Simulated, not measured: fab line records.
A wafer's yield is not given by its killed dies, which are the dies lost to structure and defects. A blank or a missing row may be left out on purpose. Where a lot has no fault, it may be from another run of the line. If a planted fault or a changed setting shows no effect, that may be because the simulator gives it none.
What tool caused it?	flow nand-harc	13 lots, 39 wafers sampled, at 4 steps of a route of 1159

## WHAT EACH GAUGE READ, for each wafer
NHARC_P_M0_CD_MEAS_09: target cd 90 nm. Usual: cd-nm reads 90.1 nm (standard deviation 0.39).
lot	measured	on	cd-nm (nm)	flag
L734	day 6 06:24	cd-sem-02	90.0 89.9 90.4	
L736	day 6 23:58	cd-sem-01	90.0 90.1 90.2	
L737	day 7 00:32	cd-sem-02	90.7 90.1 90.2	
L738	day 7 14:19	cd-sem-02	90.7 90.3 90.0	
L739	day 7 15:17	cd-sem-01	90.1 90.0 90.3	
L740	day 8 02:52	cd-sem-01	90.1 90.7 90.5	
L742	day 8 20:20	cd-sem-01	90.5 89.6 89.9	
L743	day 9 00:35	cd-sem-02	89.9 90.0 89.5	
L749	day 9 20:18	cd-sem-02	66.7 66.0 66.1	OFF
L751	day 10 06:37	cd-sem-02	90.2 90.3 90.0	
L752	day 10 22:13	cd-sem-03	89.3 90.2 89.8	
L755	day 11 03:27	cd-sem-01	89.6 90.0 90.2	
L754	day 11 03:56	cd-sem-02	90.0 90.6 90.0	

## TOOL THAT RAN EACH LOT (tool first, then ch and the chambers of the sampled wafers, then the start)
lot	NHARC_P_CONTACT_DESCUM_17	NHARC_P_CONTACT_ETCH_31	NHARC_P_M0_EXPOSE_06
L734	rie-diel-09 ch 0,2,3, day 5 22:32	rie-diel-09 ch 1,2,3, day 6 06:16 or earlier	arfi-scanner-03 ch 0, day 6 06:16
L736	rie-diel-09 ch 1,2, day 6 20:05	rie-diel-09 ch 2,3, day 6 23:49 or earlier	arfi-scanner-01 ch 0, day 6 23:49
L737	rie-diel-08 ch 0,1,2, day 6 20:31	rie-diel-08 ch 1,2,3, day 7 00:24 or earlier	arfi-scanner-03 ch 0, day 7 00:24
L738	rie-diel-09 ch 2,3, day 7 06:24	rie-diel-09 ch 0,2, day 7 14:10 or earlier	arfi-scanner-02 ch 0, day 7 14:10
L739	rie-diel-06 ch 1,2,3, day 7 10:49	rie-diel-06 ch 1,2,3, day 7 15:08 or earlier	arfi-scanner-03 ch 0, day 7 15:08
L740	rie-diel-06 ch 0,3, day 7 19:35	rie-diel-06 ch 2,3, day 8 02:43 or earlier	arfi-scanner-02 ch 0, day 8 02:43
L742	rie-diel-06 ch 2,3, day 8 12:23	rie-diel-06 ch 0,1,2, day 8 20:11 or earlier	arfi-scanner-01 ch 0, day 8 20:11
L743	rie-diel-09 ch 0,1,3, day 8 18:08	rie-diel-09 ch 1,2,3, day 9 00:27 or earlier	arfi-scanner-02 ch 0, day 9 00:27
L749	rie-diel-06 ch 0,2,3, day 9 15:37	rie-diel-06 ch 1,2, day 9 20:10 or earlier	arfi-scanner-02 ch 0, day 9 20:10
L751	rie-diel-09 ch 0,1,2, day 10 02:46	rie-diel-09 ch 1,2,3, day 10 06:28 or earlier	arfi-scanner-03 ch 0, day 10 06:28
L752	rie-diel-06 ch 1,2, day 10 15:19	rie-diel-06 ch 1,3, day 10 22:04 or earlier	arfi-scanner-03 ch 0, day 10 22:04
L755	rie-diel-09 ch 2,3, day 10 22:18	rie-diel-09 ch 1,2,3, day 11 03:19 or earlier	arfi-scanner-03 ch 0, day 11 03:19
L754	rie-diel-09 ch 0,1,3, day 10 23:21	rie-diel-09 ch 2,3, day 11 03:49 or earlier	arfi-scanner-01 ch 0, day 11 03:49
- NHARC_P_CONTACT_DESCUM_17: chemistry O2, time 3 s.
- NHARC_P_CONTACT_ETCH_31: etches the open film in CH3F/O2, target depth 30 nm, time 85.7 s.
- NHARC_P_M0_EXPOSE_06: exposes mask P M0, target cd 90 nm.

## AS READ BY THE TOOLS THEMSELVES (means over the sampled wafers that have a number; for cases with no such wafer, the mark the record gives instead)
NHARC_P_CONTACT_DESCUM_17. Usual: drypump-motor-current-A 5.8 A, standard deviation 0.4; oes-product-au 1.004 a.u., standard deviation 0.0083; rf-vpp-V 57.9 V, standard deviation 1; showerhead-plenum-p-Torr 1.93 Torr, standard deviation 0.092; throttle-valve-pct 11.311 %, standard deviation 0.0093.
lot	tool	drypump-motor-current-A (A)	oes-product-au (a.u.)	rf-vpp-V (V)	showerhead-plenum-p-Torr (Torr)	throttle-valve-pct (%)	flag
L734	rie-diel-09	5.6	1.008	58.3	1.95	11.304	
L736	rie-diel-09	5.7	1.013	57.5	1.99	11.317	
L737	rie-diel-08	5.9	1.004	57.9	1.96	11.320	
L738	rie-diel-09	5.7	1.010	59.4	1.97	11.307	
L739	rie-diel-06	6.1	0.998	57.5	1.90	11.315	
L740	rie-diel-06	5.7	1.012	57.5	1.96	11.312	
L742	rie-diel-06	6.4	0.993	56.5	1.86	11.308	
L743	rie-diel-09	5.5	1.010	57.6	1.90	11.320	
L749	rie-diel-06	6.0	0.995	56.9	1.94	11.304	
L751	rie-diel-09	5.6	1.012	58.9	1.97	11.316	
L752	rie-diel-06	6.0	0.994	58.3	1.97	11.313	
L755	rie-diel-09	5.6	1.000	58.1	1.89	11.316	
L754	rie-diel-09	5.5	1.003	57.5	1.89	11.315	

NHARC_P_CONTACT_ETCH_31. Usual: drypump-motor-current-A 5.7 A, standard deviation 0.39; oes-product-au 0.984 a.u., standard deviation 0.011; rf-vpp-V 244.7 V, standard deviation 1.7; showerhead-plenum-p-Torr 2.49 Torr, standard deviation 0.11; throttle-valve-pct 20.662 %, standard deviation 0.0096.
lot	tool	drypump-motor-current-A (A)	oes-product-au (a.u.)	rf-vpp-V (V)	showerhead-plenum-p-Torr (Torr)	throttle-valve-pct (%)	flag
L734	rie-diel-09	5.6	0.985	244.1	2.47	20.666	
L736	rie-diel-09	5.6	0.999	243.4	2.43	20.664	
L737	rie-diel-08	5.7	0.964	244.7	2.46	20.654	
L738	rie-diel-09	5.6	0.991	246.5	2.59	20.668	
L739	rie-diel-06	6.1	0.995	243.3	2.45	20.667	
L740	rie-diel-06	6.3	0.981	245.0	2.48	20.660	
L742	rie-diel-06	5.7	0.985	245.8	2.55	20.659	
L743	rie-diel-09	5.6	0.975	244.6	2.46	20.662	
L749	rie-diel-06	5.8	0.987	243.9	2.50	20.681	
L751	rie-diel-09	5.7	0.990	244.4	2.46	20.654	
L752	rie-diel-06	6.2	0.986	244.0	2.36	20.674	
L755	rie-diel-09	5.6	0.986	245.0	2.46	20.664	
L754	rie-diel-09	5.6	0.976	243.5	2.42	20.660	

NHARC_P_M0_EXPOSE_06. Usual: exposure-dose-mJ-cm2 reads 81.27 (standard deviation 0.082).
lot	tool	exposure-dose-mJ-cm2	flag
L734	arfi-scanner-03	81.38	
L736	arfi-scanner-01	81.23	
L737	arfi-scanner-03	81.38	
L738	arfi-scanner-02	81.22	
L739	arfi-scanner-03	81.27	
L740	arfi-scanner-02	81.22	
L742	arfi-scanner-01	81.23	
L743	arfi-scanner-02	81.36	
L749	arfi-scanner-02	54.73	OFF
L751	arfi-scanner-03	81.29	
L752	arfi-scanner-03	81.37	
L755	arfi-scanner-03	81.27	
L754	arfi-scanner-01	81.24	

## THE ANSWER, worked out from the rows above alone
Rule: a lot is off if the mean of its wafers that have a number lies more than 3 standard deviations from the usual mean. Also off: a lot with no number at a reading for which 4 or more lots have one. Where the step has rows for the other lots, those lots are counted as sound. Order of review: gauges by route order, followed by the tools' own readings, for which a lot's mean as printed above is used. At the first step where some lot is off, the reading lying furthest off is the one used; lots without a number count as furthest.
Off: L749, at NHARC_P_M0_CD_MEAS_09 (cd-nm).
If a tool, at a process step before that reading, ran all the lots that are off and no sound lot after the first of them, it fits. The gauges at NHARC_P_M0_CD_MEAS_09 aren't tried: what is off there is off at NHARC_P_M0_EXPOSE_06 too, on other tools, and a gauge's error can't cause that. NHARC_P_CONTACT_ETCH_31: start missing for some lots; hours and lot order therefore follow NHARC_P_M0_EXPOSE_06. One fits: NHARC_P_M0_EXPOSE_06 on arfi-scanner-02. A fault onset in the window from L743 (day 9 00:27, its last sound lot) to L749 (day 9 20:10, its first lot off) fits.
On the lots that are off, the tool's own readings at NHARC_P_M0_EXPOSE_06 differ by more than 5 times the standard deviation of the sound lots' means, which bears it out; exposure-dose-mJ-cm2 reads 54.73 there versus 81.29 on the sound lots.

## WHAT THE SIMULATOR HAD INSERTED
Process parameters drifting: arfi-scanner-02 at NHARC_P_M0_EXPOSE_06, beginning at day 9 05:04. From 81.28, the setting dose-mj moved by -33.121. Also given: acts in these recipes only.
Shown lots that were struck: L749. The rule above found the same.
